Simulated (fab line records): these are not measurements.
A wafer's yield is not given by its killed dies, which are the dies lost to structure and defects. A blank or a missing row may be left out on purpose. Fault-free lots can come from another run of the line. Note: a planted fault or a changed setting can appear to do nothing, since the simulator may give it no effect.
fab line records | flow nandHarc
record: lots: 5 | wafers: 15 | lastDay: 24
route steps=1159 shown P_STI@107 P_GATE@110 END@1159
lots untouched by any fault: they come from a run of this same line in which no faults occurred
startH: the number of hours between the record's first day and the start of the first shown wafer of the lot | waitH: how many hours have passed since the lot's step before this one | " repeats the value in the row above | L1.1+2: one row covering several wafers at once | - no value present, or no start provided | * or withheld: withheld | < > ~ a bound
route shown NAME@n: a module of which the file shows steps, and the number in the route of the first | usual: mean and standard deviation over wafers with no fault | same: alike in all rows | chamber/n: place in a boat | sites: each site's reading | _std_site: the standard deviation of these | _edge_site: inner sites' mean taken away from outer sites' mean | radiusMm: how far each site lies from the wafer's centre | mask NAME#n: copy n | behind: the most recent tool/chamber to have shaped the wafer | hold: reason for holding the lot/hours on hold/outcome of the hold | device: names the non-switching transistor (n, p or np) | end of line: the tests these same wafers got at the end of their route | a step without rows: its recipe alone | killed: dies lost to structure and defects at the first sort, not the wafer's yield | map: shows each die of a wafer: x if killed, . if not, _ if none is there
set.NAME: the run value of the setting; set.NAME@STEP: its run value at that earlier step | model.NAME: the simulator's own value behind a step, which no gauge read
a table for each step, a row for each wafer; lots at some steps of the route
services: when a tool's chamber went out of use (startH, in hours from the record's first day, below 0 if earlier), for how many hours, and the reason
== steps ==
step: NHARC_P_STI_SRD_39
step: NHARC_P_STI_OXIDE_40
recipe: targetThkA: 100 | tempC: 900 | oxTimeS: 1362 | material: SiO2
step: NHARC_P_STI_INSPECT_25
usual: rawDefectCount: 216/64
lot.wafer | tool             | chamber | startH | waitH | rawDefectCount
L780.2    | defectInspect-01 | -       | 68.03  | 0.4   | 163
L780.5    | "                | -       | "      | "     | 189
L780.6    | "                | -       | "      | "     | 213
L782.3    | defectInspect-02 | -       | 76.41  | 0.4   | 191
L782.4    | "                | -       | "      | "     | 295
L782.6    | "                | -       | "      | "     | 225
L789.2    | defectInspect-01 | -       | 117.55 | 0.4   | 244
L789.3    | "                | -       | "      | "     | 287
L789.6    | "                | -       | "      | "     | 335
L798.1    | defectInspect-01 | -       | 179.80 | 0.4   | 114
L798.3    | "                | -       | "      | "     | 80
L798.4    | "                | -       | "      | "     | 189
L801.3    | defectInspect-01 | -       | 193.66 | 0.4   | 242
L801.4    | "                | -       | "      | "     | 197
L801.5    | "                | -       | "      | "     | 311
step: NHARC_P_GATE_ETCH_69
recipe: targetDepthA: 140 | chemistry: dHF | material: SiO2
step: NHARC_P_GATE_PRECLEAN_70
recipe: timeS: * | tempC: 50 | bathAgeMin: 0 | chemistry: SC1
step: NHARC_P_GATE_SRD_01
step: NHARC_P_GATE_OXIDE_02
recipe: targetThkA: 375 | tempC: 950 | pH2oTorr: 720 | oxTimeS: 365 | material: SiO2
step: NHARC_P_GATE_DEHYDRATE_03
recipe: tempC: 150 | timeS: 120
step: NHARC_P_GATE_HMDS_04
recipe: timeS: 30
step: NHARC_P_GATE_COAT_05
recipe: spinRpm: 4690
step: NHARC_P_GATE_SOFTBAKE_06
recipe: tempC: 122 | timeS: 95
step: NHARC_P_GATE_EBR_07
step: NHARC_P_GATE_EXPOSE_08
recipe: na: 0.6 | doseMj: 16.75 | maskId: P_HV
lot.wafer  | tool          | chamber | startH | waitH | mask
L780.2+5+6 | krfScanner-01 | 0       | 75.83  | -     | P_HV#0
L782.3+4+6 | krfScanner-03 | 0       | 84.59  | -     | P_HV#0
L789.2+3+6 | krfScanner-03 | 0       | 125.55 | -     | P_PSD#0
L798.1+3+4 | krfScanner-01 | 0       | 187.59 | -     | P_HV#0
L801.3+4+5 | krfScanner-01 | 0       | 201.79 | -     | P_HV#0
step: NHARC_P_GATE_PEB_09
recipe: pebTempC: 118 | pebTimeS: 85
step: NHARC_P_GATE_DEVELOP_10
recipe: timeS: 70
step: NHARC_P_GATE_CD_MEAS_11
recipe: targetCdNm: 1640 | landingEnergyEv: 500
usual: cdNm: 1639.8/1.6
lot.wafer | tool     | chamber | startH | waitH | cdNm
L780.2    | cdSem-03 | 0       | 75.98  | -     | 1641.1
L780.5    | "        | 0       | "      | "     | 1644.4
L780.6    | "        | 0       | "      | "     | 1642.6
L782.3    | cdSem-03 | 0       | 84.74  | -     | 1639.4
L782.4    | "        | 0       | "      | "     | 1640.3
L782.6    | "        | 0       | "      | "     | 1639.4
L789.2    | cdSem-02 | 0       | 125.71 | -     | -
L789.3    | "        | 0       | "      | "     | -
L789.6    | "        | 0       | "      | "     | -
L798.1    | cdSem-03 | 0       | 187.75 | -     | 1638.6
L798.3    | "        | 0       | "      | "     | 1640.4
L798.4    | "        | 0       | "      | "     | 1639.3
L801.3    | cdSem-01 | 0       | 201.94 | -     | 1638.2
L801.4    | "        | 0       | "      | "     | 1640.6
L801.5    | "        | 0       | "      | "     | 1638.6
step: NHARC_P_GATE_HARDBAKE_12
recipe: tempC: 125 | timeS: 80
step: NHARC_END_SORT_01
recipe: tempC: 25
usual: killedAtArray: 29/11 | killedAtOther: 0.5/0.8 | killedAtPeriphery: 3.5/2.8 | killedDies: 33/12 | killedOpen: 3.1/1.8 | killedShort: 1.8/1.4
same: grossDies: 677
lot.wafer | tool      | chamber | startH | waitH | killedAtArray | killedAtOther | killedAtPeriphery | killedDies | killedOpen | killedShort
L789.2    | prober-01 | 0       | 499.13 | 2.8   | 36            | 1             | 640               | 677        | 5          | 1
L789.3    | prober-01 | 0       | 499.92 | 3.1   | 35            | 0             | 642               | 677        | 4          | 1
L789.6    | prober-01 | 0       | 502.29 | 3.9   | 36            | 0             | 641               | 677        | 3          | 1
L801.3    | prober-01 | 0       | 586.15 | 3.1   | 31            | 0             | 1                 | 32         | 4          | 1
L801.4    | prober-01 | 0       | 586.95 | 3.4   | 22            | 1             | 3                 | 26         | 0          | 0
L801.5    | prober-01 | 0       | 587.76 | 3.7   | 28            | 2             | 4                 | 34         | 2          | 0
killed by level:class
L789.2 P_GATE:areaExpose=637 A_CHANNEL_HOLE_D1:chamberFilmFlake=16 A_SLIT:chamberFilmFlake=12 A_M0:geometricParticle:open=2 P_GATE:geometricParticle:open=1 A_CHANNEL_FILL_D1:geometricParticle:open=1 A_CHANNEL_FILL_D1:geometricParticle:short=1 STARTING-WAFER:geometricParticle:open=1
L789.3 P_GATE:areaExpose=638 A_CHANNEL_HOLE_D1:chamberFilmFlake=17 A_SLIT:chamberFilmFlake=14 P_M0:geometricParticle:open=2 P_M0:geometricParticle:short=1 A_SGD_CUT:geometricParticle:open=1 A_M0:geometricParticle:open=1 P_STI:chamberFilmFlake=1
L789.6 P_GATE:areaExpose=634 A_CHANNEL_HOLE_D1:chamberFilmFlake=17 A_SLIT:chamberFilmFlake=12 P_STI:chamberFilmFlake=3 A_STAIRCASE:chamberFilmFlake=3 P_GATE:chamberFilmFlake=2 P_M0:geometricParticle:open=1 A_CHANNEL_FILL_D1:geometricParticle:open=1
L801.3 A_CHANNEL_HOLE_D1:chamberFilmFlake=20 A_CONTACT:chamberFilmFlake=5 A_ONON_D1:geometricParticle:open=2 A_STAIRCASE:chamberFilmFlake=2 P_M1:geometricParticle:open=1 A_CHANNEL_HOLE_D1:geometricParticle:short=1 A_CONTACT:geometricParticle:open=1
L801.4 A_CHANNEL_HOLE_D1:chamberFilmFlake=13 A_CONTACT:chamberFilmFlake=5 P_GATE:chamberFilmFlake=2 A_STAIRCASE:chamberFilmFlake=2 P_ZERO_WELL:chamberFilmFlake=1 A_ZERO_WELL:chamberFilmFlake=1 A_SLIT:chamberFilmFlake=1 THIN_TSV:chamberFilmFlake=1
L801.5 A_CHANNEL_HOLE_D1:chamberFilmFlake=20 A_CONTACT:chamberFilmFlake=5 P_STI:chamberFilmFlake=2 THIN_TSV:chamberFilmFlake=2 P_GATE:geometricParticle:open=1 A_CONTACT:geometricParticle:open=1 P_GATE:chamberFilmFlake=1 A_STAIRCASE:chamberFilmFlake=1
map L789.2 (x killed, . not)
____________x____________
_________xxxxxxx_________
_______xxxxxxxxxxx_______
______xxxxxxxxxxxxx______
_____xxxxxxxxxxxxxxx_____
____xxxxxxxxxxxxxxxxx____
____xxxxxxxxxxxxxxxxx____
___xxxxxxxxxxxxxxxxxxx___
___xxxxxxxxxxxxxxxxxxx___
__xxxxxxxxxxxxxxxxxxxxx__
__xxxxxxxxxxxxxxxxxxxxx__
_xxxxxxxxxxxxxxxxxxxxxxx_
_xxxxxxxxxxxxxxxxxxxxxxx_
_xxxxxxxxxxxxxxxxxxxxxxx_
_xxxxxxxxxxxxxxxxxxxxxxx_
_xxxxxxxxxxxxxxxxxxxxxxx_
xxxxxxxxxxxxxxxxxxxxxxxxx
xxxxxxxxxxxxxxxxxxxxxxxxx
xxxxxxxxxxxxxxxxxxxxxxxxx
xxxxxxxxxxxxxxxxxxxxxxxxx
xxxxxxxxxxxxxxxxxxxxxxxxx
_xxxxxxxxxxxxxxxxxxxxxxx_
_xxxxxxxxxxxxxxxxxxxxxxx_
_xxxxxxxxxxxxxxxxxxxxxxx_
_xxxxxxxxxxxxxxxxxxxxxxx_
_xxxxxxxxxxxxxxxxxxxxxxx_
__xxxxxxxxxxxxxxxxxxxxx__
__xxxxxxxxxxxxxxxxxxxxx__
___xxxxxxxxxxxxxxxxxxx___
___xxxxxxxxxxxxxxxxxxx___
____xxxxxxxxxxxxxxxxx____
____xxxxxxxxxxxxxxxxx____
_____xxxxxxxxxxxxxxx_____
______xxxxxxxxxxxxx______
_______xxxxxxxxxxx_______
_________xxxxxxx_________
____________x____________
map L782.6 (x killed, . not)
____________.____________
_________x......_________
_______..........._______
______.............______
_____..............._____
____.................____
____.................____
___...................___
___...................___
__.....................__
__.....................__
_.......x.x............._
_......................._
_......................._
_......................._
_......................._
.......x.................
..............x..........
...........x......x......
......................x..
.........................
_....x.........x........_
_......................._
_...x....x.............._
_......................._
_................x......_
__.....................__
__..................x..__
___...................___
___...............x...___
____.............x...____
____.x...............____
_____..............._____
______.............______
_______..........._______
_________......._________
____________.____________
== services ==
tool          | chamber | startH | hours | kind
krfScanner-03 | -       | 72.65  | 0.3   | repair
krfScanner-01 | -       | 84.00  | 4.0   | pm
krfScanner-03 | -       | 168.00 | 4.0   | pm
== key ==
firstSign: step: NHARC_P_GATE_EXPOSE_08 | reading: mask | direction: changed
effect: step: NHARC_P_GATE_CD_MEAS_11 | reading: cdNm | direction: missing
effect: step: NHARC_END_SORT_01 | reading: killedAtPeriphery | direction: up | sigmas: 99+ | usual: 3.5 | struck: 641
moreKillsBornAt: NHARC_P_GATE_EXPOSE_08@krfScanner-03: 1909
metAt NHARC_P_GATE_EXPOSE_08
struckWafers L789.2,L789.3,L789.6
laterRowsLeftOut L789.2,L789.3,L789.6
testerLeftOut L789
onsetBetween 84.59 125.55
fault: kind: wrongMask | tool: any | chamber: - | onsetH: 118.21 | steps: NHARC_P_GATE_EXPOSE_08 | auxCopy: P_PSD#0 | scope: struckLotsOnly
testerLeftOut: of these lots the tester's yield and bins aren't shown, on N5 and GAA mostly nor the transistor test; their killed dies are dies lost to structure and defects alone, not to doping, threshold or leakage, so they don't give the yield
laterRowsLeftOut: the simulator's readings of these wafers behind a module that went badly wrong aren't trusted and aren't shown, but for the sort
